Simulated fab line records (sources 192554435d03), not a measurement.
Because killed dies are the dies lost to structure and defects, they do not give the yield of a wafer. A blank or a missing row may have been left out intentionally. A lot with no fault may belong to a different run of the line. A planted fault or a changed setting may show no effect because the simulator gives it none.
Matching of chambers / flow n5 finfet / ald metal-02 running N5_BEOL_M3_ALD_84: 4 sister chambers
The step deposits TaN, pulse time 2 s, purge time 3 s, co reactant purge time 2 s. 16 wafers are shown with their chamber, then 8 later ones without.

WAFERS PAIRED WITH THEIR CHAMBERS
wafer=L076.1; chamber=3; heater power outer w (W)=260; heater power w (W)=485
wafer=L076.3; chamber=1; heater power outer w (W)=216; heater power w (W)=416
wafer=L076.4; chamber=0; heater power outer w (W)=183; heater power w (W)=359
wafer=L078.1; chamber=2; heater power outer w (W)=227; heater power w (W)=407
wafer=L078.3; chamber=1; heater power outer w (W)=221; heater power w (W)=404
wafer=L078.6; chamber=0; heater power outer w (W)=188; heater power w (W)=354
wafer=L080.1; chamber=1; heater power outer w (W)=215; heater power w (W)=412
wafer=L080.2; chamber=0; heater power outer w (W)=184; heater power w (W)=364
wafer=L080.4; chamber=2; heater power outer w (W)=223; heater power w (W)=416
wafer=L082.1; chamber=3; heater power outer w (W)=258; heater power w (W)=474
wafer=L082.2; chamber=1; heater power outer w (W)=222; heater power w (W)=414
wafer=L082.6; chamber=1; heater power outer w (W)=220; heater power w (W)=411
wafer=L092.1; chamber=1; heater power outer w (W)=226; heater power w (W)=408
wafer=L092.2; chamber=0; heater power outer w (W)=183; heater power w (W)=363
wafer=L092.5; chamber=2; heater power outer w (W)=225; heater power w (W)=410
wafer=L094.2; chamber=1; heater power outer w (W)=224; heater power w (W)=415

SIGNATURES (means of the wafers above)
reading=heater power outer w; chamber 0=184.50; chamber 1=220.57; chamber 2=225.00; chamber 3=259.00; scatter within a chamber=3.2
reading=heater power w; chamber 0=360.00; chamber 1=411.43; chamber 2=411.00; chamber 3=479.50; scatter within a chamber=4.76
Rule: a wafer's distance from a chamber is the root of the sum, over the readings, of the square of ((its reading less the chamber's mean) divided by the reading's scatter). The wafer belongs to the nearest chamber; if the next one is less than 2 further off, it can't be placed. The scatter: the root of (the sum of the squares of (reading less its chamber's mean) over the shown wafers, divided by (wafers less chambers)).

WAFERS WITH NO CHAMBER GIVEN
wafer=L094.5; heater power outer w (W)=256; heater power w (W)=481
wafer=L094.6; heater power outer w (W)=181; heater power w (W)=356
wafer=L093.2; heater power outer w (W)=258; heater power w (W)=490
wafer=L093.4; heater power outer w (W)=184; heater power w (W)=364
wafer=L093.6; heater power outer w (W)=188; heater power w (W)=362
wafer=L097.1; heater power outer w (W)=256; heater power w (W)=489
wafer=L097.4; heater power outer w (W)=219; heater power w (W)=415
wafer=L097.5; heater power outer w (W)=265; heater power w (W)=476

EACH ONE'S CHAMBER
wafer=L094.5; from the rows above=3; in truth=3
wafer=L094.6; from the rows above=0; in truth=0
wafer=L093.2; from the rows above=3; in truth=3
wafer=L093.4; from the rows above=0; in truth=0
wafer=L093.6; from the rows above=0; in truth=0
wafer=L097.1; from the rows above=3; in truth=3
wafer=L097.4; from the rows above=can't be placed: 1 or 2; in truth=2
wafer=L097.5; from the rows above=3; in truth=3
Placed correctly: 7 of 8. Cannot be placed on the basis of these rows: 1; the candidates contain the true chamber in 1. 0 placed wrongly.
